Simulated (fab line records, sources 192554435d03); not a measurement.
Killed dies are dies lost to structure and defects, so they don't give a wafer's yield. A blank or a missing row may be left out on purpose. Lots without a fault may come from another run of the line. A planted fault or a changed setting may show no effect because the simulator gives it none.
Which tool did it? | flow n5_finfet | 9 lots, 27 wafers sampled, at 6 steps of a route of 1938

WHAT THE GAUGES READ, wafer by wafer
N5_BEOL_M4_RC_MEAS_101. Usual: DIBL_N 36.2 mV/V, standard deviation 1.7; DIBL_P 36.6 mV/V, standard deviation 1.9; IOFF_N 0.16 nA/um, standard deviation 0.032; IOFF_P 0.21 nA/um, standard deviation 0.037; ION_N 675 uA/um, standard deviation 12; ION_P 460 uA/um, standard deviation 8.1; SS_N 71.4 mV/dec, standard deviation 0.58; SS_P 73.4 mV/dec, standard deviation 0.64; VT_N 249 mV, standard deviation 3.2; VT_P -252 mV, standard deviation 3.4.
lot  | measured     | on        | DIBL_N (mV/V)  | DIBL_P (mV/V)  | IOFF_N (nA/um) | IOFF_P (nA/um) | ION_N (uA/um) | ION_P (uA/um) | SS_N (mV/dec)  | SS_P (mV/dec)  | VT_N (mV)   | VT_P (mV)      | flag
L414 | day 8 01:22  | prober-02 | 36.7 36.4 33.9 | 37.2 37.7 34.4 | 0.17 0.16 0.13 | 0.23 0.23 0.18 | 665 687 668   | 465 468 465   | 71.8 72.2 71.1 | 73.2 73.8 72.9 | 250 250 252 | -248 -247 -250 |
L415 | day 8 10:26  | prober-01 | 38.3 40.0 36.8 | 38.3 40.5 37.0 | 0.19 0.24 0.18 | 0.26 0.31 0.24 | 684 685 685   | 460 469 466   | 71.3 72.7 71.6 | 74.0 74.1 73.1 | 246 244 247 | -247 -242 -246 |
L418 | day 9 02:31  | prober-02 | 37.4 34.8 35.5 | 38.4 34.5 35.5 | 0.18 0.13 0.15 | 0.23 0.16 0.18 | 679 674 671   | 467 461 458   | 71.6 70.8 70.8 | 74.6 73.0 73.6 | 249 251 251 | -246 -251 -253 |
L423 | day 10 10:41 | prober-02 | 38.8 34.4 37.4 | 41.1 35.3 38.8 | 0.20 0.12 0.18 | 0.27 0.17 0.23 | 688 658 693   | 473 454 465   | 71.6 70.9 71.7 | 74.6 72.6 73.9 | 245 252 247 | -250 -256 -253 |
L426 | day 11 05:08 | prober-02 | 36.2 33.7 36.9 | 37.0 33.3 37.8 | 0.16 0.12 0.18 | 0.20 0.15 0.22 | 672 665 673   | 453 450 460   | 71.1 71.1 71.8 | 73.1 72.2 73.6 | 247 252 248 | -253 -254 -251 |
L431 | day 12 03:40 | prober-01 | 34.6 36.3 36.0 | 34.0 37.4 36.6 | 0.14 0.16 0.15 | 0.15 0.19 0.17 | 679 667 680   | 461 451 455   | 70.6 71.6 72.1 | 73.0 73.7 73.5 | 249 250 250 | -256 -254 -256 |
L434 | day 13 02:18 | prober-02 | 36.0 37.7 37.8 | 35.2 37.2 37.0 | 0.16 0.18 0.19 | 0.22 0.24 0.25 | 677 697 692   | 469 471 472   | 70.8 71.9 71.6 | 73.1 73.8 73.7 | 249 247 248 | -249 -246 -247 |
L435 | day 13 07:38 | prober-01 | 38.3 37.1 36.5 | 39.7 37.1 36.0 | 0.20 0.18 0.17 | 0.26 0.22 0.21 | 692 682 682   | 470 466 466   | 71.9 71.8 71.2 | 74.3 74.0 73.5 | 247 248 248 | -247 -251 -250 |
L436 | day 13 08:45 | prober-02 | 37.0 35.7 37.2 | 35.9 34.2 37.3 | 0.16 0.13 0.17 | 0.21 0.19 0.23 | 680 666 684   | 465 460 469   | 71.2 69.8 71.0 | 72.9 72.2 73.9 | 249 254 249 | -253 -250 -247 |

N5_BEOL_M10_INSPECT_13: inspects for defects (brightfield). Usual: raw_defect_count 427, standard deviation 94.
lot  | measured     | on                | raw_defect_count | flag
L414 | day 10 02:17 | defect_inspect-01 | 325 393 415      |
L415 | day 10 10:10 | defect_inspect-02 | 427 347 284      |
L418 | day 10 23:34 | defect_inspect-02 | 256 376 501      |
L423 | day 12 06:41 | defect_inspect-01 | 382 567 569      |
L426 | day 12 23:44 | defect_inspect-02 | 511 472 470      |
L431 | day 14 03:05 | defect_inspect-02 | 407 344 410      |
L434 | day 15 08:31 | defect_inspect-01 | 366 437 424      |
L435 | day 15 07:02 | defect_inspect-02 | 516 569 463      |
L436 | day 15 10:13 | defect_inspect-02 | 337 320 384      |

N5_BEOL_M10_CD_MEAS_28: target cd 70 nm. Usual: cd_nm 69.6 nm, standard deviation 1.
lot  | measured     | on        | cd_nm (nm)     | flag
L414 | day 10 03:41 | cd_sem-02 | 68.3 68.9 68.4 |
L415 | day 10 11:58 | cd_sem-03 | 70.8 72.5 69.9 |
L418 | day 11 00:20 | cd_sem-02 | 69.6 71.3 69.8 |
L423 | day 12 10:26 | cd_sem-01 | 81.5 79.2 80.2 | OFF
L426 | day 13 01:14 | cd_sem-03 | 76.1 77.3 77.2 | OFF
L431 | day 14 08:08 | cd_sem-01 | 69.5 70.0 69.8 |
L434 | day 15 09:30 | cd_sem-02 | 69.1 68.7 68.9 |
L435 | day 15 08:25 | cd_sem-01 | 68.3 68.6 68.8 |
L436 | day 15 15:28 | cd_sem-03 | 68.6 68.7 67.6 |

WHICH TOOL RAN EACH LOT (tool, then ch and the chambers of the sampled wafers, then the start)
lot  | N5_BEOL_M10_STRIP_67               | N5_BEOL_M10_HM_OPEN_17            | N5_BEOL_M10_EXPOSE_25
L414 | rie_diel-05 ch 0,2,3, day 10 02:38 | rie_metal-03 ch 1, day 10 02:40   | arfi_scanner-03 ch 0, day 10 03:33
L415 | rie_diel-05 ch 0,1, day 10 10:38   | rie_metal-01 ch 0,1, day 10 10:40 | arfi_scanner-03 ch 0, day 10 11:50
L418 | rie_diel-05 ch 0,1,2, day 10 23:50 | rie_metal-01 ch 0,1, day 10 23:54 | arfi_scanner-03 ch 0, day 11 00:13
L423 | rie_diel-04 ch 1,2,3, day 12 07:01 | rie_metal-01 ch 0,1, day 12 07:04 | arfi_scanner-03 ch 0, day 12 10:19
L426 | rie_diel-05 ch 0,1,3, day 13 00:01 | rie_metal-02 ch 0,1, day 13 00:03 | arfi_scanner-03 ch 0, day 13 01:07
L431 | rie_diel-06 ch 2,3, day 14 03:22   | rie_metal-01 ch 0,1, day 14 03:24 | arfi_scanner-02 ch 0, day 14 08:00
L434 | rie_diel-06 ch 1,2, day 15 08:59   | rie_metal-01 ch 0,1, day 15 09:02 | arfi_scanner-02 ch 0, day 15 09:22
L435 | rie_diel-05 ch 2,3, day 15 07:20   | rie_metal-01 ch 0,1, day 15 07:25 | arfi_scanner-02 ch 0, day 15 08:18
L436 | rie_diel-05 ch 0,1,2, day 15 10:32 | rie_metal-01 ch 0,1, day 15 10:35 | arfi_scanner-01 ch 0, day 15 15:19
- N5_BEOL_M10_STRIP_67: strips in CF4.
- N5_BEOL_M10_HM_OPEN_17: chemistry Cl2/BCl3, target TiN, target depth 20 nm, overetch 6 nm.
- N5_BEOL_M10_EXPOSE_25: exposes mask V9.

WHAT THE TOOLS THEMSELVES READ (means of the sampled wafers that have a number; where no wafer has one, the mark that the record gives instead)
N5_BEOL_M10_STRIP_67. Usual: drypump_motor_current_A 5.6 A, standard deviation 0.47; oes_product_au 0.78 a.u., standard deviation 0.076; rf_vpp_V 271.3 V, standard deviation 1.8; showerhead_plenum_p_Torr 1.80 Torr, standard deviation 0.069; throttle_valve_pct 13.62 %, standard deviation 0.24.
lot  | tool        | drypump_motor_current_A (A) | oes_product_au (a.u.) | rf_vpp_V (V) | showerhead_plenum_p_Torr (Torr) | throttle_valve_pct (%) | flag
L414 | rie_diel-05 | 5.9                         | 0.77                  | 271.4        | 1.82                            | 13.67                  |
L415 | rie_diel-05 | 5.4                         | 0.82                  | 271.0        | 1.80                            | 13.60                  |
L418 | rie_diel-05 | 5.5                         | 0.81                  | 272.1        | 1.84                            | 13.57                  |
L423 | rie_diel-04 | 5.7                         | 0.76                  | 269.8        | 1.74                            | 13.68                  |
L426 | rie_diel-05 | 5.8                         | 0.83                  | 272.5        | 1.84                            | 13.59                  |
L431 | rie_diel-06 | 5.0                         | 0.81                  | 271.3        | 1.84                            | 13.57                  |
L434 | rie_diel-06 | 5.5                         | 0.69                  | 271.1        | 1.77                            | 14.01                  |
L435 | rie_diel-05 | 5.7                         | 0.83                  | 272.3        | 1.88                            | 13.39                  |
L436 | rie_diel-05 | 5.5                         | 0.78                  | 272.2        | 1.83                            | 13.67                  |

N5_BEOL_M10_HM_OPEN_17. Usual: drypump_motor_current_A 5.44 A, standard deviation 0.27; mfc_cl2_sccm 53.22 sccm, standard deviation 0.18; oes_product_au 0.67 a.u., standard deviation 0.088; throttle_valve_pct 22.22 %, standard deviation 0.21.
lot  | tool         | drypump_motor_current_A (A) | mfc_cl2_sccm (sccm) | oes_product_au (a.u.) | throttle_valve_pct (%) | flag
L414 | rie_metal-03 | 5.59                        | 53.32               | 0.59                  | 22.40                  |
L415 | rie_metal-01 | 5.30                        | 53.33               | 0.77                  | 22.06                  |
L418 | rie_metal-01 | 5.38                        | 53.04               | 0.77                  | 22.00                  |
L423 | rie_metal-01 | 5.40                        | 53.26               | 0.75                  | 22.02                  |
L426 | rie_metal-02 | 5.37                        | 53.03               | 0.61                  | 22.30                  |
L431 | rie_metal-01 | 5.39                        | 53.29               | 0.73                  | 22.02                  |
L434 | rie_metal-01 | 5.30                        | 53.30               | 0.72                  | 22.08                  |
L435 | rie_metal-01 | 5.39                        | 53.24               | 0.71                  | 22.05                  |
L436 | rie_metal-01 | 5.30                        | 53.22               | 0.72                  | 22.08                  |

N5_BEOL_M10_EXPOSE_25. Usual: exposure_dose_mJ_cm2 86.1, standard deviation 0.77; focus_offset_nm -0.1 nm, standard deviation 0.51.
lot  | tool            | exposure_dose_mJ_cm2 | focus_offset_nm (nm) | flag
L414 | arfi_scanner-03 | 85.5                 | -0.2                 |
L415 | arfi_scanner-03 | 85.5                 | 0.2                  |
L418 | arfi_scanner-03 | 85.4                 | -0.0                 |
L423 | arfi_scanner-03 | 95.6                 | -0.4                 | OFF
L426 | arfi_scanner-03 | 93.6                 | 0.8                  | OFF
L431 | arfi_scanner-02 | 87.0                 | -0.5                 |
L434 | arfi_scanner-02 | 87.0                 | 0.8                  |
L435 | arfi_scanner-02 | 86.9                 | -0.2                 |
L436 | arfi_scanner-01 | 85.4                 | 0.1                  |

THE ANSWER, worked out from the rows above alone
Rule: a lot is off if the mean of its wafers that have a number lies more than 3 standard deviations from the usual mean. A lot without any number at a reading at which 4 lots or more have one is off too. The other lots that the step has rows for count as sound. The gauges are gone through in route order, then the tools' own readings, and for those a lot's mean is taken as printed above. The first step at which some lot is off is used, and at that step the reading that is off furthest; a lot without a number counts as furthest.
Off: L423, L426, at N5_BEOL_M10_CD_MEAS_28 (cd_nm).
A tool fits if, at a process step before that reading, it ran every lot that is off, and no sound lot after the first of them. The gauges at N5_BEOL_M10_CD_MEAS_28 aren't tried: what is off there is off at N5_BEOL_M10_EXPOSE_25 too, on other tools, and a gauge's error can't cause that. One fits: arfi_scanner-03 at N5_BEOL_M10_EXPOSE_25. Its last sound lot is L418 (day 11 00:13), its first lot that is off L423 (day 12 10:19): a fault that began between those two fits.
The tool's own readings at N5_BEOL_M10_EXPOSE_25 bear it out: on the lots that are off they differ by more than 5 times the standard deviation of the sound lots' means. exposure_dose_mJ_cm2 reads 94.6 there against 86.1 on the sound lots.

WHAT THE SIMULATOR HAD PUT IN
Process parameter drift: arfi_scanner-03, from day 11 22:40 on, at N5_BEOL_M10_EXPOSE_25. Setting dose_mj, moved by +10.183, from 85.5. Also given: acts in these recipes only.
Lots struck among those shown: L423, L426. The rule above found the same.
